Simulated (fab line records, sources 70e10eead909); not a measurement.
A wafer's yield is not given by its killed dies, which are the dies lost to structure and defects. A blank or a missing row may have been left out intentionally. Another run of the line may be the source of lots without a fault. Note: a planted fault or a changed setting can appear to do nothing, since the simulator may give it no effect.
Matching of chambers | flow nand_harc | NHARC_THIN_TSV_CMP_21 on cmp-02: 4 sister chambers
The step polishes, t overpolish 30 s, target thk 2000 nm. 4 wafers are shown with their chamber, then 7 later ones without.

## WAFERS WITH THEIR CHAMBER
wafer  | chamber | motor_current_A (A)
L313.6 | 3       | 12.1
L314.5 | 1       | 10.6
L315.2 | 0       | 9.8
L315.3 | 2       | 12.9

## WAFERS WHOSE CHAMBER IS MISSING
wafer  | motor_current_A (A)
L315.6 | 11.1
L328.2 | 12.3
L328.3 | 12.4
L328.6 | 12.7
L331.1 | 10.7
L331.5 | 12.5
L331.6 | 12.4

## CHAMBER TAKEN BY EACH
wafer  | from the rows above     | in truth
L315.6 | can't be placed: 1 or 3 | 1
L328.2 | can't be placed: 3 or 2 | 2
L328.3 | can't be placed: 3 or 2 | 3
L328.6 | can't be placed: 2 or 3 | 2
L331.1 | 1                       | 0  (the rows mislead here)
L331.5 | can't be placed: 2 or 3 | 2
L331.6 | can't be placed: 3 or 2 | 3
0 of 7 placed correctly. Can't be placed from these rows: 6 (the true chamber is among the candidates in 6). 1 placed wrongly.
How it was worked out, from the rows above alone: a wafer's distance from a chamber is the root of the sum, over the readings, of the square of ((its reading less the chamber's mean) divided by the reading's scatter). If the next closest chamber is less than 2 further off than the closest, the wafer can't be placed; otherwise it belongs to the closest. Each chamber's mean is taken over the wafers shown for it. The scatter: with one shown wafer a chamber, the root of the mean of the squares of how far each hidden wafer lies from its nearest shown one.
